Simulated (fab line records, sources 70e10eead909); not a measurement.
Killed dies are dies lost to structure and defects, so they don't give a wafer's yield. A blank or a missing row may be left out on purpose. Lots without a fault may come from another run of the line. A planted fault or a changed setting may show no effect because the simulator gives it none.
Which tool did it? | flow nand_harc | 13 lots, 39 wafers sampled, at 1 step of a route of 1302

WHAT THE GAUGES READ, wafer by wafer
NHARC_A_BONDPAD_OVL_MEAS_35.
lot  | measured     | on         | overlay_x_nm (nm) | overlay_y_nm (nm)
L167 | day 23 10:32 | overlay-01 | 1 1 1             | 0 0 0
L168 | day 23 17:53 | overlay-01 | -2 -2 -2          | -4 -4 -5
L166 | day 23 18:25 | overlay-01 | -1 -1 -1          | 0 0 0
L169 | day 23 20:55 | overlay-02 | -1 -1 -1          | 11 11 12
L170 | day 24 13:20 | overlay-01 | -9 -7 -8          | 8 7 8
L174 | day 26 04:53 | overlay-02 | 1 1 2             | 2 3 2
L175 | day 26 16:17 | overlay-02 | 8 8 8             | 2 2 2
L179 | day 28 16:08 | overlay-01 | -5 -5 -5          | 4 4 4
L182 | day 29 22:07 | overlay-01 | -3 -3 -3          | 4 4 4
L185 | day 31 04:51 | overlay-01 | -2 -2 -1          | -12 -12 -13
L188 | day 31 08:11 | overlay-01 | 4 5 4             | -3 -3 -3
L187 | day 31 12:04 | overlay-01 | -4 -3 -3          | 6 5 5
L189 | day 32 18:16 | overlay-01 | 1 2 1             | -7 -7 -6

WHICH TOOL RAN EACH LOT (tool, then ch and the chambers of the sampled wafers, then the start)
The record holds no process step before these readings.

WHAT THE TOOLS THEMSELVES READ (means of the sampled wafers that have a number; where no wafer has one, the mark that the record gives instead)
The record holds no such reading with a usual standard deviation.

THE ANSWER, worked out from the rows above alone
Rule: what is usual is taken from the lots themselves. Put in order of their means at a reading, lots are off if they are a third of the lots or fewer, leave a main group of 4 or more, and stand apart from it by a gap of 3 or more times the standard deviation of the main group's means; of several such gaps the widest counts. A main group whose means are all the same, to the digits that the tables above print for the reading, isn't used. A lot without any number at a reading at which 4 lots or more have one is off too. The other lots that the step has rows for count as sound. The gauges are gone through in route order, then the tools' own readings, and for those a lot's mean is taken as printed above. The first step at which some lot is off is used, and at that step the reading that is off furthest; a lot without a number counts as furthest.
No lot is off at any reading shown: from this, nothing can be told.

WHAT THE SIMULATOR HAD PUT IN
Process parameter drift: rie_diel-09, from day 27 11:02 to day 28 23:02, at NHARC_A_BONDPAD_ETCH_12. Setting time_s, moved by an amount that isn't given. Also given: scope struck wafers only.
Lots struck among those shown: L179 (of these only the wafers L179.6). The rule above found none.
